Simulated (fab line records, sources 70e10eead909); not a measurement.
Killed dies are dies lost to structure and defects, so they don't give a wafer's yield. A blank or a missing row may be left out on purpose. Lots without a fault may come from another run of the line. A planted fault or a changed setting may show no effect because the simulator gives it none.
A struck lot beside a sound one | flow nand_harc | 15 steps out of a route of 1302
Sound: wafers L681.4, L681.5, L681.6. Struck: wafers L685.1, L685.6. (L685.4 of the same lot was not struck and is left out.) The cause comes at the end.
At each step with rows: each side's tool, then ch and its chambers, then its first start. Under that, the readings that differ: sound wafers | struck wafers | difference of the means | sigmas: that difference in standard deviations of wafers without a fault.
alike: readings whose means differ by less than 2 such deviations, and words and numbers that are the same on both sides. not compared: withheld readings, readings that some wafer has no value for, bounds like >300 that may hide the same value, and numbers for which the record gives no deviation and whose values overlap.
The two part at a step that has a row with sigmas, a row that says differs or no value, or rows on one side only. Numbers that don't overlap but have no deviation are shown without sigmas and don't part them. A reading that every wafer of one side lacks parts them only if that side has two wafers or more.

first, 7 steps without rows for these wafers: NHARC_A_BLC_COAT_03 (time 65 s); NHARC_A_BLC_COAT_04 (resist thk 90 nm); NHARC_A_BLC_SOFTBAKE_05 (time 55 s); NHARC_A_BLC_EBR_06; NHARC_A_BLC_EXPOSE_07 (exposes mask A BLC, target cd 100 nm); NHARC_A_BLC_PEB_08 (peb time 65 s); NHARC_A_BLC_DEVELOP_09 (develop time 35 s).
NHARC_A_BLC_CD_MEAS_10: target cd 100 nm.
  sound on cd_sem-02 ch 0, day 27 09:41; struck on cd_sem-01 ch 0, day 28 18:56
  alike: cd_nm
NHARC_A_BLC_OVL_MEAS_11:
  sound on overlay-02, day 27 09:46; struck on overlay-02, day 28 19:02
  alike: overlay_x_nm, overlay_y_nm
NHARC_A_BLC_INSPECT_12:
  sound on defect_inspect-02, day 27 09:48; struck on defect_inspect-02, day 28 19:04
  alike: raw_defect_count
NHARC_A_BLC_DESCUM_15: chemistry O2, time 3 s.
  sound on rie_diel-01 ch 0,2,3, day 27 09:52; struck on rie_diel-10 ch 1,3, day 28 19:08
  alike: drypump_motor_current_A, o2_flow_sccm, oes_product_au, rf_vpp_V, showerhead_plenum_p_Torr, throttle_valve_pct
  not compared: rf_hours_counter_h
NHARC_A_BLC_ETCH_16: etches the open film in CF4, target depth 39 nm, time 65 s.
  sound on rie_diel-01 ch 1,2,3, day 27 09:58; struck on rie_diel-10 ch 2, day 28 19:13
  alike: drypump_motor_current_A, oes_product_au, rf_fwd_power_W, rf_vpp_V, run_length_s, showerhead_plenum_p_Torr, throttle_valve_pct
  not compared: rf_hours_counter_h
NHARC_A_BLC_ETCH_17: etches the open film in N2/H2, target depth 390 nm, time 609.38 s.
  sound on rie_diel-01 ch 0,1,3, day 27 10:07; struck on rie_diel-10 ch 0, day 28 19:19
  reading          | sound             | struck      | difference | sigmas
  run_length_s (s) | 630.7 630.6 630.5 | 662.6 661.9 | +31.6      | +86
  alike: drypump_motor_current_A, oes_product_au, rf_fwd_power_W, rf_vpp_V, showerhead_plenum_p_Torr, throttle_valve_pct
  not compared: rf_hours_counter_h
NHARC_A_BLC_ETCH_18: etches the open film in C4F8/O2/Ar, target depth 910 nm.
  sound on rie_diel-01 ch 1,2; struck on rie_diel-10 ch 2,3
  reading      | sound       | struck  | difference | sigmas
  rf_vpp_V (V) | 971 971 972 | 981 986 | +12        | +2
  alike: oes_product_au, rf_fwd_power_W
  not compared: rf_hours_counter_h
-- the record jumps here: 2 days lie between the struck wafers' starts before and after (it left off in module A_BLC and takes up again in module END, whose first step shown is number 1302 of the route) --
NHARC_END_SORT_01:
  sound on prober-01 ch 0, day 29 16:00; struck on prober-01 ch 0, day 31 02:35
  alike: killed_at_array, killed_at_other, killed_at_periphery, killed_dies, killed_open, killed_short

WHERE THEY PART
First at NHARC_A_BLC_ETCH_17; last, within this record, at NHARC_A_BLC_ETCH_18. Later steps at which nothing parts them and some readings are alike: NHARC_END_SORT_01.

WHY: what the simulator had put in
Process parameter drift: rie_diel-10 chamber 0, from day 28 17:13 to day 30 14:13, at NHARC_A_BLC_ETCH_17. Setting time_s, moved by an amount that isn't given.
